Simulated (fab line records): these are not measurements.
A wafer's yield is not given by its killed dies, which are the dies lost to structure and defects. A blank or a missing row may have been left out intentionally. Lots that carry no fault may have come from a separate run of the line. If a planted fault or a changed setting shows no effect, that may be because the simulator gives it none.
fab line records -- flow nand_harc
record: lots: 12, wafers: 36, last_day: 33
route steps=1302 shown A_CONTACT@1045 END@1302
lots that met no fault: taken from a fault-free run of the same line
start_h: the number of hours between the record's first day and the start of the first shown wafer of the lot -- wait_h: how many hours have passed since the lot's step before this one -- " same as the row above -- L1.1+2: a row that stands for several wafers -- - either no value or no given start -- * or withheld: withheld -- < > ~ a bound
route shown NAME@n: names a module that has steps shown in the file, with the first one's number in the route -- usual: mean/standard deviation taken from wafers without a fault -- same: alike in all rows -- chamber/n: place in a boat -- sites: readings site by site -- _std_site: their standard deviation -- _edge_site: the outer-site mean with the inner-site mean subtracted -- radius_mm: how far each site lies from the wafer's centre -- mask NAME#n: copy n -- behind: the tool/chamber that last shaped the wafer -- hold: cause of the lot's hold/its duration in hours/its outcome -- device: which transistor (n, p or np) failed to switch -- end of line: the route-end tests of the same wafers -- for a step that has no rows: nothing shown but its recipe -- killed: the dies lost at the first sort to structure and to defects; this is not the yield of the wafer -- map: the dies of a wafer, with x for killed, . for not killed, _ for no die there
set.NAME: the setting the step ran with; set.NAME@STEP: the setting that earlier step ran with -- model.NAME: the simulator's own value behind a step, which no gauge read
one table for each step of the route and one row for each wafer, over a sample of lots
services: when a tool's chamber went out of use (start_h, in hours from the record's first day, below 0 if earlier), for how many hours, and the reason
== steps ==
step: NHARC_A_CONTACT_ETCH_77
recipe: target_depth_a: 1089, time_s: 54.5, cf4_flow_sccm: 100, chf3_flow_sccm: 30, ar_flow_sccm: 0, rf_w: 500, bias_w: 200, chemistry: CF4/CHF3
usual: bias_w: 200.1/0.67, cf4_flow_sccm: 100.02/0.27, drypump_motor_current_A: 5.7/0.48, oes_product_au: 0.929/0.016, rf_vpp_V: 370.8/2.2, showerhead_plenum_p_Torr: 1.58/0.06, throttle_valve_pct: 16.803/0.0096
lot.wafer,tool,chamber,start_h,wait_h,bias_w,cf4_flow_sccm,drypump_motor_current_A,oes_product_au,rf_hours_counter_h,rf_vpp_V,showerhead_plenum_p_Torr,throttle_valve_pct
L557.2,rie_diel-08,1,-,-,201.1,100.37,5.9,0.927,46,373.7,1.67,16.798
L557.3,rie_diel-08,2,-,-,199.8,100.23,5.6,0.926,46,369.6,1.57,16.795
L557.5,rie_diel-08,1,-,-,199.9,100.01,5.9,0.914,-,373.9,1.67,16.796
L556.3,rie_diel-13,2,-,-,199.9,100.43,4.9,0.957,30,369.6,1.53,16.809
L556.4,rie_diel-13,0,-,-,201.0,99.70,6.1,0.974,30,370.8,1.59,16.806
L556.5,rie_diel-13,2,-,-,199.7,100.07,4.9,0.962,-,368.4,1.53,16.801
L555.2,rie_diel-04,3,-,-,200.1,100.02,6.1,0.946,49,371.2,1.58,16.819
L555.4,rie_diel-04,0,-,-,200.0,100.23,6.1,0.941,50,375.0,1.69,16.820
L555.5,rie_diel-04,0,-,-,199.5,100.29,6.1,0.944,-,373.0,1.69,16.840
L563.2,rie_diel-13,2,-,-,200.4,100.30,4.9,0.925,12,369.0,1.53,16.825
L563.4,rie_diel-13,3,-,-,201.2,100.18,5.3,0.917,-,374.0,1.64,16.802
L563.6,rie_diel-13,0,-,-,201.9,99.97,6.1,0.936,-,372.0,1.59,16.793
L566.4,rie_diel-13,2,-,-,200.1,100.11,4.8,0.958,18,368.9,1.53,16.801
L566.3,rie_diel-13,1,-,-,200.4,100.29,6.1,0.956,14,370.7,1.56,16.791
L566.6,rie_diel-13,3,-,-,199.3,99.96,5.3,0.954,-,371.6,1.64,16.795
L567.2,rie_diel-08,0,-,-,200.2,100.55,6.2,0.919,23,370.4,1.58,16.812
L567.5,rie_diel-08,2,-,-,200.4,99.92,5.6,0.912,-,371.1,1.56,16.808
L567.6,rie_diel-08,3,-,-,200.6,99.47,5.8,0.930,-,373.5,1.67,16.796
L569.3,rie_diel-13,2,-,-,199.1,100.22,4.9,0.924,24,369.0,1.53,16.797
L569.1,rie_diel-13,3,-,-,201.3,99.70,5.3,0.916,20,373.6,1.64,16.797
L569.6,rie_diel-13,2,-,-,200.5,99.92,4.8,0.911,-,369.0,1.53,16.811
L571.3,rie_diel-08,3,-,-,199.3,99.60,5.8,0.944,32,374.8,1.66,16.799
L571.2,rie_diel-08,1,-,-,199.2,100.45,5.9,0.925,32,373.8,1.66,16.788
L571.6,rie_diel-08,3,-,-,199.9,100.20,5.8,0.925,-,373.5,1.66,16.816
L572.1,rie_diel-13,2,-,-,201.1,100.06,4.9,0.917,25,366.7,1.53,16.804
L572.3,rie_diel-13,3,-,-,199.5,100.04,5.3,0.911,21,373.1,1.64,16.796
L572.6,rie_diel-13,2,-,-,200.2,100.21,4.8,0.917,-,368.3,1.53,16.795
L573.4,rie_diel-04,0,-,-,199.7,99.78,6.2,0.914,42,372.9,1.68,16.807
L573.3,rie_diel-04,1,-,-,199.2,99.74,5.9,0.927,46,370.2,1.53,16.799
L573.5,rie_diel-04,1,-,-,199.4,99.86,5.9,0.931,-,369.1,1.53,16.792
L577.4,rie_diel-13,1,-,-,200.4,100.75,6.1,0.924,2,368.8,1.56,16.799
L577.3,rie_diel-13,0,-,-,200.9,99.99,6.1,0.948,2,370.5,1.58,16.810
L577.6,rie_diel-13,1,-,-,200.0,100.39,6.1,0.918,-,371.7,1.56,16.794
L576.3,rie_diel-04,3,-,-,199.7,100.02,6.1,0.930,4,370.7,1.56,16.809
L576.6,rie_diel-04,2,-,-,200.9,99.96,5.6,0.917,-,375.7,1.70,16.800
L576.5,rie_diel-04,3,-,-,198.4,99.76,6.2,0.915,-,371.3,1.56,16.807
step: NHARC_A_CONTACT_ETCH_129
recipe: source_w: withheld, pressure_mtorr: 20, bias_v: 3000, time_s: 197, target_depth_a: 19180, ar_flow_sccm: withheld, c4f8_flow_sccm: withheld, o2_flow_sccm: withheld, chemistry: C4F8/O2/Ar
usual: chamber_pressure_mTorr: 19.999/0.017, oes_air_line_au: 0.997/0.022
lot.wafer,tool,chamber,start_h,wait_h,chamber_pressure_mTorr,oes_air_line_au,rf_hours_counter_h
L557.2,har_cap_etch-02,0,514.84,0.1,20.009,1.012,88
L557.3,har_cap_etch-02,0,514.84,0.1,19.996,1.002,-
L557.5,har_cap_etch-02,1,514.84,0.1,20.000,0.976,-
L556.3,har_cap_etch-01,1,518.37,0.1,19.996,1.012,-
L556.4,har_cap_etch-01,0,518.37,0.1,20.001,1.041,-
L556.5,har_cap_etch-01,1,518.37,0.1,20.011,1.001,-
L555.2,har_cap_etch-02,0,524.65,0.1,19.981,0.986,90
L555.4,har_cap_etch-02,0,524.65,0.1,20.022,1.011,-
L555.5,har_cap_etch-02,1,524.65,0.1,19.973,0.960,-
L563.2,har_cap_etch-02,0,580.42,0.1,19.986,0.991,101
L563.4,har_cap_etch-02,0,580.42,0.1,19.991,0.976,-
L563.6,har_cap_etch-02,1,580.42,0.1,20.017,0.965,-
L566.4,har_cap_etch-02,1,627.29,0.1,19.985,1.012,-
L566.3,har_cap_etch-02,0,627.29,0.1,20.021,1.000,-
L566.6,har_cap_etch-02,1,627.29,0.1,19.996,0.985,-
L567.2,har_cap_etch-01,1,634.26,0.1,19.986,1.001,21
L567.6,har_cap_etch-01,0,634.26,0.1,20.004,0.961,-
L567.5,har_cap_etch-01,1,634.26,0.1,20.025,0.986,-
L569.1,har_cap_etch-02,0,650.58,0.1,19.987,0.983,114
L569.3,har_cap_etch-02,0,650.58,0.1,19.964,0.994,-
L569.6,har_cap_etch-02,0,650.58,0.1,20.016,1.012,-
L571.2,har_cap_etch-03,0,661.05,0.1,20.006,0.999,71
L571.3,har_cap_etch-03,0,661.05,0.1,19.995,1.005,-
L571.6,har_cap_etch-03,0,661.05,0.1,20.020,0.987,-
L572.1,har_cap_etch-02,1,661.81,0.1,20.016,0.956,115
L572.3,har_cap_etch-02,1,661.81,0.1,19.992,0.977,-
L572.6,har_cap_etch-02,0,661.81,0.1,19.997,1.001,-
L573.3,har_cap_etch-02,0,692.95,0.1,20.000,0.986,-
L573.4,har_cap_etch-02,1,692.95,0.1,19.983,1.042,-
L573.5,har_cap_etch-02,1,692.95,0.1,19.989,1.023,-
L577.4,har_cap_etch-03,0,735.68,0.1,19.983,0.991,-
L577.3,har_cap_etch-03,1,735.68,0.1,20.015,1.031,-
L577.6,har_cap_etch-03,0,735.68,0.1,19.992,1.019,-
L576.3,har_cap_etch-02,1,735.84,0.1,20.015,1.010,-
L576.5,har_cap_etch-02,1,735.84,0.1,19.991,1.007,-
L576.6,har_cap_etch-02,0,735.84,0.1,20.003,0.974,-
step: NHARC_A_CONTACT_ETCH_131
recipe: source_w: withheld, pressure_mtorr: 20, bias_v: 3000, time_s: 197, target_depth_a: 19180, ar_flow_sccm: withheld, c4f8_flow_sccm: withheld, o2_flow_sccm: withheld, chemistry: C4F8/O2/Ar
usual: chamber_pressure_mTorr: 19.999/0.02, oes_air_line_au: 1.000/0.018
lot.wafer,tool,chamber,start_h,wait_h,chamber_pressure_mTorr,oes_air_line_au,rf_hours_counter_h
L557.2,har_cap_etch-02,0,515.19,0.1,20.004,0.948,88
L557.3,har_cap_etch-02,0,515.19,0.1,19.998,0.978,-
L557.5,har_cap_etch-02,1,515.19,0.1,20.011,1.006,-
L556.3,har_cap_etch-01,1,518.72,0.1,19.973,0.990,-
L556.4,har_cap_etch-01,0,518.72,0.1,20.011,1.003,-
L556.5,har_cap_etch-01,1,518.72,0.1,19.993,1.000,-
L555.2,har_cap_etch-02,0,525.00,0.1,20.010,1.002,90
L555.4,har_cap_etch-02,0,525.00,0.1,19.988,1.011,-
L555.5,har_cap_etch-02,1,525.00,0.1,19.952,1.028,-
L563.2,har_cap_etch-02,0,580.77,0.1,20.028,0.986,101
L563.4,har_cap_etch-02,0,580.77,0.1,19.980,0.996,-
L563.6,har_cap_etch-02,1,580.77,0.1,19.995,0.995,-
L566.4,har_cap_etch-02,1,627.64,0.1,20.010,1.001,-
L566.3,har_cap_etch-02,0,627.64,0.1,19.988,1.036,-
L566.6,har_cap_etch-02,1,627.64,0.1,20.022,0.988,-
L567.2,har_cap_etch-01,1,634.62,0.2,20.002,1.007,21
L567.6,har_cap_etch-01,0,634.62,0.2,19.992,0.995,-
L567.5,har_cap_etch-01,1,634.62,0.2,19.998,1.014,-
L569.1,har_cap_etch-02,0,650.94,0.1,20.005,1.019,114
L569.3,har_cap_etch-02,0,650.94,0.1,20.015,1.006,-
L569.6,har_cap_etch-02,0,650.94,0.1,19.999,0.998,-
L571.2,har_cap_etch-03,0,661.40,0.1,-,-,-
L571.3,har_cap_etch-03,0,661.40,0.1,-,-,-
L571.6,har_cap_etch-03,0,661.40,0.1,-,-,-
L572.1,har_cap_etch-02,1,662.17,0.1,-,-,-
L572.3,har_cap_etch-02,1,662.17,0.1,-,-,-
L572.6,har_cap_etch-02,0,662.17,0.1,-,-,-
L573.3,har_cap_etch-02,0,693.30,0.1,20.029,1.008,-
L573.4,har_cap_etch-02,1,693.30,0.1,20.006,1.009,-
L573.5,har_cap_etch-02,1,693.30,0.1,19.980,1.001,-
L577.4,har_cap_etch-03,0,736.04,0.1,20.003,1.002,-
L577.3,har_cap_etch-03,1,736.04,0.1,19.998,0.989,-
L577.6,har_cap_etch-03,0,736.04,0.1,19.976,0.984,-
L576.3,har_cap_etch-02,1,736.20,0.1,19.994,0.978,-
L576.5,har_cap_etch-02,1,736.20,0.1,20.028,0.974,-
L576.6,har_cap_etch-02,0,736.20,0.1,20.020,0.983,-
step: NHARC_A_CONTACT_ETCH_132
recipe: source_w: withheld, pressure_mtorr: 20, bias_v: 3000, time_s: 197, target_depth_a: 19240, ar_flow_sccm: withheld, c4f8_flow_sccm: withheld, o2_flow_sccm: withheld, chemistry: C4F8/O2/Ar
usual: chamber_pressure_mTorr: 19.999/0.018, oes_air_line_au: 0.996/0.019
lot.wafer,tool,chamber,start_h,wait_h,chamber_pressure_mTorr,oes_air_line_au,rf_hours_counter_h
L557.2,har_cap_etch-02,0,515.37,0.1,20.029,0.978,89
L557.3,har_cap_etch-02,0,515.37,0.1,19.990,1.004,-
L557.5,har_cap_etch-02,1,515.37,0.1,20.002,0.967,-
L556.3,har_cap_etch-01,1,518.89,0.1,19.992,0.983,-
L556.4,har_cap_etch-01,0,518.89,0.1,19.997,1.011,-
L556.5,har_cap_etch-01,1,518.89,0.1,20.005,0.973,-
L555.2,har_cap_etch-02,0,525.18,0.1,19.969,0.999,90
L555.4,har_cap_etch-02,0,525.18,0.1,20.003,1.008,-
L555.5,har_cap_etch-02,1,525.18,0.1,20.001,1.006,-
L563.2,har_cap_etch-02,0,580.95,0.1,19.988,0.979,102
L563.4,har_cap_etch-02,0,580.95,0.1,20.007,1.010,-
L563.6,har_cap_etch-02,1,580.95,0.1,20.017,1.006,-
L566.4,har_cap_etch-02,1,627.82,0.1,19.988,1.009,-
L566.3,har_cap_etch-02,0,627.82,0.1,20.009,0.991,-
L566.6,har_cap_etch-02,1,627.82,0.1,19.991,0.986,-
L567.2,har_cap_etch-01,1,634.80,0.1,20.006,1.009,22
L567.6,har_cap_etch-01,0,634.80,0.1,19.954,1.008,-
L567.5,har_cap_etch-01,1,634.80,0.1,19.975,1.015,-
L569.1,har_cap_etch-02,0,651.12,0.1,19.997,1.028,114
L569.3,har_cap_etch-02,0,651.12,0.1,19.983,0.986,-
L569.6,har_cap_etch-02,0,651.12,0.1,20.003,0.999,-
L571.2,har_cap_etch-03,0,661.58,0.1,20.007,0.986,71
L571.3,har_cap_etch-03,0,661.58,0.1,20.007,0.972,-
L571.6,har_cap_etch-03,0,661.58,0.1,20.012,0.982,-
L572.1,har_cap_etch-02,1,662.34,0.1,20.016,1.004,116
L572.3,har_cap_etch-02,1,662.34,0.1,20.038,1.023,-
L572.6,har_cap_etch-02,0,662.34,0.1,19.956,0.978,-
L573.3,har_cap_etch-02,0,693.48,0.1,20.004,1.000,-
L573.4,har_cap_etch-02,1,693.48,0.1,20.023,0.985,-
L573.5,har_cap_etch-02,1,693.48,0.1,20.010,0.976,-
L577.4,har_cap_etch-03,0,736.22,0.1,20.001,1.009,-
L577.3,har_cap_etch-03,1,736.22,0.1,20.014,1.025,-
L577.6,har_cap_etch-03,0,736.22,0.1,19.992,0.992,-
L576.3,har_cap_etch-02,1,736.38,0.1,19.986,0.961,-
L576.5,har_cap_etch-02,1,736.38,0.1,19.990,0.970,-
L576.6,har_cap_etch-02,0,736.38,0.1,19.985,1.002,-
step: NHARC_END_SORT_01
recipe: temp_c: 25
usual: killed_at_array: 57/19, killed_at_other: 0.9/1.1, killed_at_periphery: 4.0/2.6, killed_dies: 62/19, killed_open: 3.3/1.8, killed_short: 2.4/1.7
same: gross_dies: 677
lot.wafer,tool,chamber,start_h,wait_h,killed_at_array,killed_at_other,killed_at_periphery,killed_dies,killed_open,killed_short
L571.2,prober-02,0,719.44,2.8,673,0,4,677,4,1
L571.3,prober-02,0,720.25,3.1,669,0,8,677,0,3
L571.6,prober-02,0,722.68,4.1,674,0,3,677,1,3
L572.1,prober-02,0,726.52,2.5,672,1,4,677,2,3
L572.3,prober-02,0,728.14,3.1,673,2,2,677,1,4
L572.6,prober-02,0,730.58,4.1,671,1,5,677,4,2
killed by level:class
L571.2 A_CONTACT:area_etch=621 A_CHANNEL_HOLE_D1:chamber_film_flake=26 A_CHANNEL_HOLE_D2:chamber_film_flake=12 A_DECK1_JOINT:chamber_film_flake=4 A_STAIRCASE:chamber_film_flake=3 P_M2:chamber_film_flake=2 P_CONTACT:geometric_particle:open=1 P_M0:geometric_particle:open=1
L571.3 A_CONTACT:area_etch=611 A_CHANNEL_HOLE_D1:chamber_film_flake=32 A_CHANNEL_HOLE_D2:chamber_film_flake=15 P_ZERO_WELL:chamber_film_flake=5 A_SLIT:chamber_film_flake=3 P_M2:chamber_film_flake=2 A_M1:chamber_film_flake=2 A_STAIRCASE:chamber_film_flake=2
L571.6 A_CONTACT:area_etch=600 A_CHANNEL_HOLE_D1:chamber_film_flake=29 A_CHANNEL_HOLE_D2:chamber_film_flake=27 A_SLIT:chamber_film_flake=4 A_STAIRCASE:chamber_film_flake=3 A_CONTACT:chamber_film_flake=3 A_M1:chamber_film_flake=3 P_STI:geometric_particle:short=1
L572.1 A_CONTACT:area_etch=643 A_SLIT:chamber_film_flake=12 A_CHANNEL_HOLE_D2:chamber_film_flake=7 A_CONTACT:chamber_film_flake=4 A_CHANNEL_HOLE_D1:chamber_film_flake=2 P_GATE:geometric_particle:open=1 P_CONTACT:geometric_particle:short=1 P_M0:geometric_particle:open=1
L572.3 A_CONTACT:area_etch=607 A_SLIT:chamber_film_flake=31 A_CHANNEL_HOLE_D1:chamber_film_flake=13 A_CHANNEL_HOLE_D2:chamber_film_flake=9 A_STAIRCASE:chamber_film_flake=3 A_CONTACT:chamber_film_flake=3 A_WL_FILL:geometric_particle:short=2 P_ZERO_WELL:chamber_film_flake=2
L572.6 A_CONTACT:area_etch=606 A_CHANNEL_HOLE_D2:chamber_film_flake=23 A_SLIT:chamber_film_flake=19 A_CHANNEL_HOLE_D1:chamber_film_flake=8 P_ZERO_WELL:chamber_film_flake=4 A_CHANNEL_FILL_D2:chamber_film_flake=2 A_CONTACT:chamber_film_flake=2 A_M1:chamber_film_flake=2
== services ==
tool,chamber,start_h,hours,kind
har_cap_etch-01,-,494.23,0.3,repair
har_cap_etch-01,-,497.00,17.0,pm
har_cap_etch-01,0,497.00,17.0,vent_cycle
har_cap_etch-01,1,497.00,17.0,vent_cycle
rie_diel-13,0,497.47,1.3,repair
rie_diel-13,1,498.04,-,clean
rie_diel-13,2,498.04,-,clean
rie_diel-08,3,509.73,6.1,repair
rie_diel-13,-,519.00,9.0,pm
rie_diel-13,0,533.95,6.5,repair
rie_diel-04,-,534.44,9.0,pm
rie_diel-08,-,545.00,9.0,pm
rie_diel-13,1,565.20,13.9,repair
rie_diel-04,1,581.89,3.3,repair
rie_diel-08,3,607.24,8.4,repair
rie_diel-04,-,615.40,0.6,repair
har_cap_etch-01,-,626.72,0.7,repair
rie_diel-04,0,642.90,5.8,repair
rie_diel-08,2,676.71,10.0,repair
rie_diel-13,-,696.00,9.0,pm
rie_diel-08,0,697.54,2.6,repair
rie_diel-04,-,713.26,9.0,pm
har_cap_etch-01,-,714.15,20.4,repair
rie_diel-08,-,722.23,9.0,pm
== key ==
first_sign: step: NHARC_A_CONTACT_ETCH_131, reading: tool_record, direction: missing
effect: step: NHARC_END_SORT_01, reading: killed_dies, direction: up, sigmas: 33, usual: 62, struck: 677
more_kills_born_at: NHARC_A_CONTACT_ETCH_131@har_cap_etch-02: 1856, NHARC_A_CONTACT_ETCH_131@har_cap_etch-03: 1832
met_at NHARC_A_CONTACT_ETCH_131
struck_lots L571,L572
later_rows_left_out L571.2,L571.3,L571.6,L572.1,L572.3,L572.6
tester_left_out L571,L572
not_acting_at NHARC_A_CONTACT_ETCH_77,NHARC_A_CONTACT_ETCH_129,NHARC_A_CONTACT_ETCH_132
onset_between 650.94 661.40
fault: kind: skipped_step_whole, tool: har_cap_etch-02,har_cap_etch-03, chamber: -, onset_h: 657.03, steps: NHARC_A_CONTACT_ETCH_131, scope: struck_lots_only
tester_left_out: of these lots the tester's yield and bins aren't shown, on N5 and GAA mostly nor the transistor test; their killed dies are dies lost to structure and defects alone, not to doping, threshold or leakage, so they don't give the yield
later_rows_left_out: the simulator's readings of these wafers behind a module that went badly wrong aren't trusted and aren't shown, but for the sort
